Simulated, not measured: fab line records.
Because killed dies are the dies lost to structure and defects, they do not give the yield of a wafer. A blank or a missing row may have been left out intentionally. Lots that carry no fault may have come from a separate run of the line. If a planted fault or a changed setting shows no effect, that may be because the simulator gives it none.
Which tool was responsible? ; flow n5-finfet ; Sampling: 10 lots, 30 wafers, 5 of 1938 route steps

## WHAT EACH GAUGE READ, for each wafer
N5_BEOL_M4_RC_MEAS_101. Usual: DIBL_N 36.5 mV/V, standard deviation 1.9; DIBL_P 36.7 mV/V, standard deviation 2.1; IOFF_N 0.17 nA/um, standard deviation 0.035; IOFF_P 0.22 nA/um, standard deviation 0.042; ION_N 676 uA/um, standard deviation 10; ION_P 462 uA/um, standard deviation 8.1; SS_N 71.5 mV/dec, standard deviation 0.72; SS_P 73.4 mV/dec, standard deviation 0.7; VT_N 249 mV, standard deviation 3.1; VT_P -250 mV, standard deviation 3.9.
lot;measured;on;DIBL_N (mV/V);DIBL_P (mV/V);IOFF_N (nA/um);IOFF_P (nA/um);ION_N (uA/um);ION_P (uA/um);SS_N (mV/dec);SS_P (mV/dec);VT_N (mV);VT_P (mV);flag
L748;day 8 12:59;prober-02;38.3 38.4 36.6;40.1 40.2 36.9;0.21 0.22 0.18;0.31 0.31 0.25;678 695 681;466 481 471;72.6 71.9 72.8;74.4 74.1 73.3;250 245 249;-246 -244 -246;
L749;day 8 13:00;prober-01;35.3 35.1 35.1;36.5 36.3 36.6;0.14 0.14 0.15;0.18 0.17 0.18;674 673 679;456 456 458;71.3 72.2 71.7;74.1 72.9 73.7;251 249 249;-257 -256 -257;
L751;day 9 01:49;prober-02;38.4 35.4 36.1;38.6 36.4 35.7;0.18 0.14 0.14;0.23 0.21 0.20;680 681 662;461 466 459;72.2 71.0 72.2;74.0 73.9 73.5;251 251 252;-250 -249 -251;
L752;day 10 03:57;prober-02;37.9 39.7 38.8;37.8 40.0 38.7;0.16 0.20 0.17;0.27 0.30 0.26;674 681 670;467 472 460;72.4 72.3 71.8;73.1 74.3 73.7;247 249 249;-245 -244 -246;
L753;day 10 04:58;prober-01;36.9 40.6 38.2;36.0 39.9 36.8;0.17 0.23 0.19;0.23 0.30 0.25;683 687 678;469 467 463;70.4 72.6 71.1;73.1 74.6 74.0;246 245 246;-247 -242 -246;
L754;day 10 11:35;prober-02;38.5 36.0 36.5;39.7 35.4 36.6;0.21 0.16 0.16;0.28 0.20 0.22;699 676 683;476 465 466;71.8 70.9 71.2;74.3 72.7 73.5;246 249 249;-244 -248 -249;
L758;day 11 11:32;prober-01;36.3 36.8 36.6;37.6 37.1 36.7;0.17 0.16 0.16;0.22 0.21 0.20;675 675 678;460 460 462;71.7 70.9 71.9;72.8 73.0 73.3;248 251 249;-250 -251 -254;
L767;day 14 08:50;prober-01;34.6 37.0 34.2;35.7 39.9 35.9;0.15 0.18 0.14;0.19 0.25 0.18;670 675 670;457 459 455;71.2 71.9 71.0;73.1 74.6 73.3;249 247 249;-254 -252 -256;
L769;day 14 12:44;prober-02;36.1 35.7 38.8;34.6 35.6 38.9;0.13 0.14 0.19;0.18 0.19 0.25;657 662 676;454 455 463;71.0 71.3 71.8;72.7 73.0 73.1;252 252 246;-253 -253 -247;
L770;day 15 12:26;prober-01;35.8 37.7 35.5;36.4 38.7 36.3;0.18 0.19 0.16;0.24 0.26 0.23;683 674 682;470 460 472;71.4 72.8 71.3;73.4 73.5 73.2;247 246 249;-247 -248 -247;

## EACH LOT AND THE TOOL THAT RAN IT (in order: tool; ch and the chambers of the sampled wafers; start)
lot;N5_BEOL_M3_ANNEAL_91;N5_BEOL_M3_SPUTTER_96;N5_BEOL_M4_PECVD_72;N5_BEOL_M4_HM_DEP_02
L748;pvd-sputter-03, day 7 19:43;pvd-sputter-03, day 7 20:17;pecvd-01 ch 0,1,2, day 7 21:33;pvd-sputter-03, day 7 23:40
L749;pvd-sputter-02, day 8 00:23;pvd-sputter-02, day 8 00:58;pecvd-02 ch 0,1, day 8 04:25;pvd-sputter-02, day 8 04:37
L751;pvd-sputter-02, day 8 06:46;pvd-sputter-02, day 8 07:20;pecvd-01 ch 0,2, day 8 08:34;pvd-sputter-02, day 8 09:16
L752;pvd-sputter-03, day 9 15:29;pvd-sputter-03, day 9 16:04;pecvd-03 ch 0,1, day 9 17:16;pvd-sputter-02, day 9 18:19
L753;pvd-sputter-02, day 9 15:39;pvd-sputter-02, day 9 16:14;pecvd-01 ch 0,1, day 9 17:29;pvd-sputter-02, day 9 18:25
L754;pvd-sputter-03, day 9 22:04;pvd-sputter-03, day 9 22:39;pecvd-03 ch 0,1, day 9 23:52;pvd-sputter-02, day 10 00:28
L758;pvd-sputter-01, day 10 12:29;pvd-sputter-01, day 10 13:04;pecvd-02 ch 1,2, day 10 14:23;pvd-sputter-01, day 10 14:28
L767;pvd-sputter-01, day 13 01:03;pvd-sputter-01, day 13 01:38;pecvd-01 ch 0,1,2, day 13 03:08;pvd-sputter-01, day 13 04:45
L769;pvd-sputter-01, day 13 08:57;pvd-sputter-01, day 13 09:32;pecvd-01 ch 1,2, day 13 10:48;pvd-sputter-02, day 13 10:53
L770;pvd-sputter-02, day 14 20:08;pvd-sputter-02, day 14 20:43;pecvd-01 ch 0,2, day 14 21:56;pvd-sputter-03, day 14 22:28
- N5_BEOL_M3_ANNEAL_91: time 240 s.
- N5_BEOL_M3_SPUTTER_96: material Cu, target thk 4.5 nm, time 8.29 s.
- N5_BEOL_M4_PECVD_72: deposits SiO2 from TEOS/O2, target thk 16 nm, time 18 s.
- N5_BEOL_M4_HM_DEP_02: deposits TiN, target thk 20 nm.

## AS READ BY THE TOOLS THEMSELVES (means over the sampled wafers that have a number; for cases with no such wafer, the mark the record gives instead)
N5_BEOL_M3_ANNEAL_91. Usual: heater-power-w reads 818 W (standard deviation 85).
lot;tool;heater-power-w (W);flag
L748;pvd-sputter-03;778;
L749;pvd-sputter-02;799;
L751;pvd-sputter-02;900;
L752;pvd-sputter-03;784;
L753;pvd-sputter-02;791;
L754;pvd-sputter-03;782;
L758;pvd-sputter-01;906;
L767;pvd-sputter-01;787;
L769;pvd-sputter-01;842;
L770;pvd-sputter-02;791;

N5_BEOL_M3_SPUTTER_96. Usual: throttle-valve-pct reads 29.8 % (standard deviation 1.1).
lot;tool;throttle-valve-pct (%);flag
L748;pvd-sputter-03;29.8;
L749;pvd-sputter-02;30.9;
L751;pvd-sputter-02;29.5;
L752;pvd-sputter-03;29.7;
L753;pvd-sputter-02;29.8;
L754;pvd-sputter-03;29.5;
L758;pvd-sputter-01;29.1;
L767;pvd-sputter-01;29.9;
L769;pvd-sputter-01;30.1;
L770;pvd-sputter-02;30.9;

N5_BEOL_M4_PECVD_72. Usual: heater-power-outer-w 417 W, standard deviation 46; heater-power-w 695 W, standard deviation 59; showerhead-plenum-p-Torr 8.79 Torr, standard deviation 0.048; susceptor-temp-C 399.99 C, standard deviation 0.25; throttle-valve-pct 22.3 %, standard deviation 1.2.
lot;tool;heater-power-outer-w (W);heater-power-w (W);showerhead-plenum-p-Torr (Torr);susceptor-temp-C (C);throttle-valve-pct (%);flag
L748;pecvd-01;464;747;8.80;400.06;23.4;
L749;pecvd-02;433;717;8.74;400.02;21.6;
L751;pecvd-01;484;782;8.84;399.85;23.0;
L752;pecvd-03;414;692;8.81;400.18;22.0;
L753;pecvd-01;437;712;8.80;400.06;23.8;
L754;pecvd-03;371;630;8.85;400.26;21.9;
L758;pecvd-02;425;731;8.77;399.85;20.9;
L767;pecvd-01;413;686;8.80;394.24;22.9;OFF
L769;pecvd-01;365;627;8.79;393.97;22.4;OFF
L770;pecvd-01;406;684;8.82;394.12;22.1;OFF

N5_BEOL_M4_HM_DEP_02. Usual: throttle-valve-pct reads 29.6 % (standard deviation 1.2).
lot;tool;throttle-valve-pct (%);flag
L748;pvd-sputter-03;30.6;
L749;pvd-sputter-02;30.0;
L751;pvd-sputter-02;30.2;
L752;pvd-sputter-02;30.2;
L753;pvd-sputter-02;30.1;
L754;pvd-sputter-02;30.0;
L758;pvd-sputter-01;28.9;
L767;pvd-sputter-01;30.2;
L769;pvd-sputter-02;30.0;
L770;pvd-sputter-03;29.2;

## THE ANSWER, worked out from the rows above alone
Rule: a lot counts as off when the mean over its wafers that have a number is more than 3 standard deviations away from the usual mean. Also off: a lot with no number at a reading for which 4 or more lots have one. The other lots that the step has rows for count as sound. Order of review: gauges by route order, followed by the tools' own readings, for which a lot's mean as printed above is used. The first step at which some lot is off is used, and at that step the reading that is off furthest; a lot without a number counts as furthest.
Off: L767, L769, L770 (N5_BEOL_M4_PECVD_72, susceptor-temp-C).
A tool fits if, at that step or a process step before it, it ran every lot that is off, and no sound lot after the first of them. One fits: N5_BEOL_M4_PECVD_72 on pecvd-01. Its last sound lot is L753 (day 9 17:29), its first lot that is off L767 (day 13 03:08): a fault that began between those two fits.
On the lots that are off, the tool's own readings at N5_BEOL_M4_PECVD_72 differ by more than 5 times the standard deviation of the sound lots' means, which bears it out; susceptor-temp-C reads 394.11 C there versus 400.04 C on the sound lots.

## WHAT HAD BEEN PUT IN BY THE SIMULATOR
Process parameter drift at N5_BEOL_M4_PECVD_72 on pecvd-01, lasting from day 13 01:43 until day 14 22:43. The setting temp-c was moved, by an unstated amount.
Struck lots among those shown: L767, L769, L770. The same result came from the rule above.
